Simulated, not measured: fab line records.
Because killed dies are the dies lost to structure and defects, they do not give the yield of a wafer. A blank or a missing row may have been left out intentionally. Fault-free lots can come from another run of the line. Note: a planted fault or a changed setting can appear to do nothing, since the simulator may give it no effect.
Which tool did it? / flow n5Finfet / 12 lots (36 wafers sampled), 1 step of a 1938-step route

## WHAT EACH GAUGE READ, for each wafer
N5_WELL_APT_INSPECT_38: inspects for defects (darkfield).
lot=L075; measured=day 1 22:40; on=defectInspect-02; rawDefectCount=8 10 11
lot=L077; measured=day 2 11:32; on=defectInspect-02; rawDefectCount=15 9 12
lot=L079; measured=day 2 23:18; on=defectInspect-01; rawDefectCount=12 8 15
lot=L081; measured=day 3 10:55; on=defectInspect-01; rawDefectCount=6 17 11
lot=L083; measured=day 3 22:53; on=defectInspect-01; rawDefectCount=12 9 11
lot=L085; measured=day 4 11:11; on=defectInspect-02; rawDefectCount=11 8 10
lot=L087; measured=day 5 00:39; on=defectInspect-02; rawDefectCount=11 18 8
lot=L089; measured=day 5 10:52; on=defectInspect-02; rawDefectCount=19 12 5
lot=L091; measured=day 5 22:53; on=defectInspect-01; rawDefectCount=4 5 11
lot=L093; measured=day 6 11:08; on=defectInspect-01; rawDefectCount=19 9 9
lot=L095; measured=day 6 23:06; on=defectInspect-01; rawDefectCount=12 12 17
lot=L097; measured=day 7 11:21; on=defectInspect-02; rawDefectCount=8 14 8

## EACH LOT AND THE TOOL THAT RAN IT (in order: tool; ch and the chambers of the sampled wafers; start)
No process step before these readings appears in the record.

## THE ANSWER, worked out from the rows above alone
Rule: the usual values come from the lots themselves. Put in order of their means at a reading, lots are off if they are a third of the lots or fewer, leave a main group of 4 or more, and stand apart from it by a gap of 3 or more times the standard deviation of the main group's means; of several such gaps the widest counts. The tables above print the reading to a certain number of digits; a main group whose means all agree to those digits is not used. A lot without any number at a reading at which 4 lots or more have one is off too. Where the step has rows for the other lots, those lots are counted as sound.
No lot is off on any of the readings shown, so nothing can be concluded from this.

## WHAT WAS PUT IN BY THE SIMULATOR
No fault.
